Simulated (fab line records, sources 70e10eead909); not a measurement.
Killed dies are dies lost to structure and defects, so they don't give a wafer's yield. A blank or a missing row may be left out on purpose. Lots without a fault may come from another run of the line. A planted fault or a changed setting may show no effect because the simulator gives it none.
Which tool did it? | flow nand_harc | 12 lots, 36 wafers sampled, at 1 step of a route of 1159

WHAT THE GAUGES READ, wafer by wafer
NHARC_P_M2_INSPECT_11.
lot  | measured     | on                | raw_defect_count
L075 | day 6 17:46  | defect_inspect-02 | 2 3 5
L077 | day 7 04:31  | defect_inspect-02 | 5 5 5
L079 | day 7 08:54  | defect_inspect-01 | 4 3 4
L081 | day 7 22:53  | defect_inspect-02 | 8 2 4
L083 | day 8 09:07  | defect_inspect-02 | 2 3 5
L087 | day 9 06:25  | defect_inspect-02 | 7 9 5
L085 | day 9 07:31  | defect_inspect-01 | 2 5 5
L088 | day 10 01:08 | defect_inspect-02 | 3 2 2
L090 | day 10 06:51 | defect_inspect-02 | 7 3 1
L094 | day 11 07:44 | defect_inspect-02 | 7 4 1
L095 | day 11 09:49 | defect_inspect-01 | 0 4 3
L097 | day 11 14:19 | defect_inspect-02 | 6 6 11

WHICH TOOL RAN EACH LOT (tool, then ch and the chambers of the sampled wafers, then the start)
The record holds no process step before these readings.

THE ANSWER, worked out from the rows above alone
Rule: what is usual is taken from the lots themselves. Put in order of their means at a reading, lots are off if they are a third of the lots or fewer, leave a main group of 4 or more, and stand apart from it by a gap of 3 or more times the standard deviation of the main group's means; of several such gaps the widest counts. A main group whose means are all the same, to the digits that the tables above print for the reading, isn't used. A lot without any number at a reading at which 4 lots or more have one is off too. The other lots that the step has rows for count as sound.
No lot is off at any reading shown: from this, nothing can be told.

WHAT THE SIMULATOR HAD PUT IN
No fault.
